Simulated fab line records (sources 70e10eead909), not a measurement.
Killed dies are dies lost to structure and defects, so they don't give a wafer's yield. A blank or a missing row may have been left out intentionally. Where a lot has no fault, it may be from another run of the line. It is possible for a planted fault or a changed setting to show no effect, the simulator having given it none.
A struck lot beside a sound one -- flow nandHarc -- 14 out of 1159 route steps
Sound: the wafers L127.1, L127.5, L127.6. Struck: wafers L135.3, L135.5, L135.6. The cause comes at the end.
Order at every step that has rows: each side's tool, ch and its chambers, its first start. Under that, the readings that differ: sound wafers -- struck wafers -- difference of the means -- sigmas: that difference in standard deviations of wafers without a fault.
alike: a reading whose means differ by less than 2 such deviations, as well as words and numbers matching on both sides. not compared: withheld readings; readings where some wafer has no value; bounds like >300 that might hide an equal value; numbers whose values overlap and for which the record gives no deviation.
A row with sigmas, a row that says differs or no value, or rows on one side alone: a step with any of these is where the two part. When numbers do not overlap yet have no deviation, they are printed without sigmas and do not part them. Lack of a reading on every wafer of one side parts them only where that side has two or more wafers.

first, 1 step without rows for these wafers: NHARC_P_M2_STRIP_19 (strips in post etch residue remover, time 600 s).
NHARC_P_M2_DEGAS_29: time 60 s.
  sound on pvdSputter-03 at day 7 05:11; struck on pvdSputter-01 at day 9 15:20
  alike: heaterPowerW
NHARC_P_M2_PRE_CLEAN_30: time 30 s.
  sound on pvdSputter-03; struck on pvdSputter-01
  alike: heaterPowerW
then, 1 step without rows for these wafers: NHARC_P_M2_PVD_20 (deposits TaN, target thk 5 nm, time 8.06 s).
NHARC_P_M2_PVD_21: deposits Cu, target thk 30 nm, time 20.49 s.
  sound on pvdSputter-03; struck on pvdSputter-01
  alike: chamberPressurePa, throttleValvePct
then, 2 steps without rows for these wafers: NHARC_P_M2_ECD_22 (material Cu, target thk 400 nm); NHARC_P_M2_ANNEAL_31 (time 90 s).
NHARC_P_M2_CMP_23: polishes, t overpolish 20 s, target thk 144.3 nm.
  sound on cmp-04 ch 0,3, day 7 06:18; struck on cmp-03 ch 2,3, day 9 16:26
  alike: motorCurrentA, timeToEndpointS
NHARC_P_M2_THK_MEAS_24: measures by xrf.
  sound on filmMetro-02 at day 7 06:35; struck on filmMetro-01 at day 9 16:44
  alike: thkNm
following that, these wafers have no rows for 1 step: NHARC_P_M2_SRD_25.
NHARC_P_M2_INSPECT_27:
  sound on defectInspect-02 at day 7 06:45; struck on defectInspect-01 at day 9 16:53
  alike: rawDefectCount
NHARC_P_M2_PRE_CLEAN_32: time 12 s.
  sound on pecvd-01 ch 1,2, day 7 06:50; struck on pecvd-02 ch 0,2, day 9 16:58
reading,sound,struck,difference,sigmas
rfFwdPowerW (W),293.1 292.2 291.5,304.6 306.5 306.5,+13.6,+15
  alike: heaterPowerW
NHARC_P_M2_DEP_33: deposits SiCN, target thk 30 nm.
  sound on pecvd-01 ch 1,2, day 7 06:59; struck on pecvd-02 ch 0,2, day 9 17:02
  alike: heaterPowerW
-- record jumps: 12 days between struck wafers' starts before vs after; left off in module P_M2, resumes in module END, first step shown is number 1159 of the route --
NHARC_END_SORT_01:
  only the struck wafers appear in the record here, on prober-02 ch 0 at day 22 00:26; the sound ones have no rows

== WHERE THEY PART ==
Last at NHARC_END_SORT_01 as far as this record goes, first at NHARC_P_M2_PRE_CLEAN_32.

WHY: the cause the simulator had injected
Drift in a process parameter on pecvd-02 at NHARC_P_M2_PRE_CLEAN_32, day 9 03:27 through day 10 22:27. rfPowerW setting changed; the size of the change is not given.
